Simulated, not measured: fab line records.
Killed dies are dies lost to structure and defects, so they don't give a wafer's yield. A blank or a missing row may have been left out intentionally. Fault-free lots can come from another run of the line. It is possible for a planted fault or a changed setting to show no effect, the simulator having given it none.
Chamber matching    flow n5_finfet    N5_BEOL_M13_CMP_49 on cmp-02: 4 sister chambers
The step polishes, stops on SiOC, t overpolish 17.1 s, target thk 420 nm. 16 wafers are shown with their chamber, then 8 later ones without.

## WAFERS, EACH WITH ITS CHAMBER
wafer   chamber  motor_current_A (A)  overpolish_run_s (s)  barrier_field_endpoint_s (s)
L078.2  0        6.6                  17.102                29.5
L078.4  1        5.2                  17.096                30.5
L078.6  3        5.8                  17.100                29.7
L079.3  1        5.1                  17.116                30.3
L079.4  3        5.7                  17.092                29.9
L079.6  2        5.7                  17.090                29.4
L082.2  0        6.5                  17.112                30.9
L082.4  3        6.0                  17.105                30.8
L082.6  0        6.7                  17.099                31.4
L086.2  1        5.2                  17.116                31.0
L086.3  3        5.8                  17.116                31.0
L086.6  3        6.0                  17.093                30.6
L089.1  3        5.9                  17.093                31.4
L089.5  3        5.6                  17.117                30.5
L089.6  0        6.9                  17.109                30.1
L090.1  2        5.4                  17.104                30.7

SIGNATURES (means of the wafers above)
reading                   chamber 0  chamber 1  chamber 2  chamber 3  scatter within a chamber
motor_current_A           6.675      5.167      5.550      5.829      0.151
overpolish_run_s          17.10550   17.10933   17.09700   17.10229   0.00987
barrier_field_endpoint_s  30.475     30.600     30.050     30.557     0.669
Rule: a wafer lies at a distance from a chamber equal to the root of the sum of squares, over the readings, of (its reading less the chamber's mean, divided by the reading's scatter). If the next closest chamber is less than 2 further off than the closest, the wafer can't be placed; otherwise it belongs to the closest. The scatter is the square root of a quotient: the sum, over the shown wafers, of each reading's squared deviation from its chamber's mean, divided by wafers minus chambers.

## WAFERS WHOSE CHAMBER IS MISSING
wafer   motor_current_A (A)  overpolish_run_s (s)  barrier_field_endpoint_s (s)
L090.3  6.5                  17.096                30.3
L090.4  4.9                  17.103                31.1
L095.3  6.5                  17.105                31.0
L095.4  5.3                  17.089                31.9
L095.6  5.0                  17.110                31.8
L096.1  5.9                  17.081                31.5
L096.4  6.5                  17.111                31.0
L096.5  6.7                  17.107                31.0

## THE CHAMBER EACH PASSED THROUGH
wafer   from the rows above           in truth
L090.3  0                             0
L090.4  1                             1
L095.3  0                             0
L095.4  can't be placed: 1 or 2 or 3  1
L095.6  1                             1
L096.1  can't be placed: 3 or 2       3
L096.4  0                             0
L096.5  0                             0
6 of 8 placed correctly. Can't be placed from these rows: 2 (the true chamber is among the candidates in 2). Placed wrongly: 0.
